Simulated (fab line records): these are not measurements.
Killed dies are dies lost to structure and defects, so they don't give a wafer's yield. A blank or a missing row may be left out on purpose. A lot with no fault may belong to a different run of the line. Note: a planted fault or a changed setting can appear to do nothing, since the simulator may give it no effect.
Split-lot experiment    flow n5 finfet    7 lots, 21 wafers read, on a route of 1938 steps

== ABOUT THE SPLIT ==
At N5_BEOL_M0_SAQP_PEB_12 (peb time 60 s), the setting peb time s was moved away from the recipe's 60 s on 8 of the 21 wafers read, by -19.1% to +17.0%. For the rest of the wafers, this setting stayed at what the recipe calls for.

== FROM SPLIT TO READING: 1 step shown by the file between the two ==
- N5_BEOL_M0_SAQP_DEVELOP_13: develop time 30 s

== THE READING ==
cd nm, in nm, at N5_BEOL_M0_SAQP_CD_MEAS_14 (target cd 42.5 nm). Typical for fault-free wafers on this fab line: 42.5 nm, with standard deviation 0.32 nm.

wafer   tool, chamber at the split  peb time s as run, s  against the recipe  cd nm, nm  against lot-mates on the recipe
L075.1  litho track-01, 0           60                    recipe              42.3       -
L075.3  litho track-01, 0           60                    recipe              42.2       -
L075.6  litho track-01, 0           56.03                 -6.6%               43.6       +1.4
L077.1  litho track-04, 0           60                    recipe              42.6       -
L077.2  litho track-04, 0           70.22                 +17.0%              40.4       -2.2
L077.5  litho track-04, 0           70.22                 +17.0%              40.5       -2.1
L080.4  litho track-01, 0           60                    recipe              42.5       -
L080.5  litho track-01, 0           60                    recipe              42.2       -
L080.6  litho track-01, 0           60                    recipe              41.8       -
L082.1  litho track-01, 0           60                    recipe              42.6       -
L082.2  litho track-01, 0           60                    recipe              42.4       -
L082.4  litho track-01, 0           65.43                 +9.1%               41.5       -1.0
L083.1  litho track-01, 0           60                    recipe              42.6       -
L083.4  litho track-01, 0           60                    recipe              42.4       -
L083.6  litho track-01, 0           68.55                 +14.2%              40.6       -1.9
L093.1  litho track-01, 0           60                    recipe              42.4       -
L093.3  litho track-01, 0           52.24                 -12.9%              44.4       +2.0
L093.6  litho track-01, 0           52.24                 -12.9%              44.9       +2.5
L097.2  litho track-03, 0           48.55                 -19.1%              45.9       +2.8
L097.3  litho track-03, 0           60                    recipe              43.3       -
L097.4  litho track-03, 0           60                    recipe              42.9       -

THE FIT
A straight line over all 21 wafers: cd nm changes by -0.146 nm for each +1% of peb time s; r = -0.97; the points scatter about the line by 0.36 nm.
The same after taking each lot's own level away (the mean of its wafers on the recipe; 21 wafers): -0.143 nm for each +1%; r = -0.99; scatter 0.23 nm.
On that fit, the largest move of peb time s shifts the reading by 2.7 nm.
The span of the lots' own levels, 42.17 to 43.10 nm, comes to 2.9 times the standard deviation stated above.
The two slopes are in agreement: the lot-to-lot level therefore moves the slope only a little.
Check: for one of the wafers moved furthest among these (-19.1%), held out of the fit, the line's prediction against its lot-mates is +2.86 nm. Against them it came out at +2.8 nm.

== OTHER SPLITS APPLIED TO THESE WAFERS ==
Note: prior to the reading, these wafers also went through further splits. Each is held against what the fit with the lots' levels taken away leaves over:
other split on the same wafers        wafers away from the commonest value  r with cd nm (lot level and that fit taken away)
N5_SD_EPI_N_ETCH_16 target depth a    3                                     +0.12
N5_SDB_ALD_29 ald cycles              5                                     +0.06
N5_HKMG_FIN_ETCH_58 source w          7                                     +0.22
N5_GATE_CUT_EXPOSE_10 dose mj         6                                     +0.20
N5_GATE_CUT_ETCH_36 cf4 flow sccm     12                                    +0.30
N5_MOL_CONTACT_COAG_COAT_64 spin rpm  9                                     +0.11

== FILE'S OWN FIT ==
cd nm changes by -0.144 nm for each +1% of peb time s, r = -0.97.
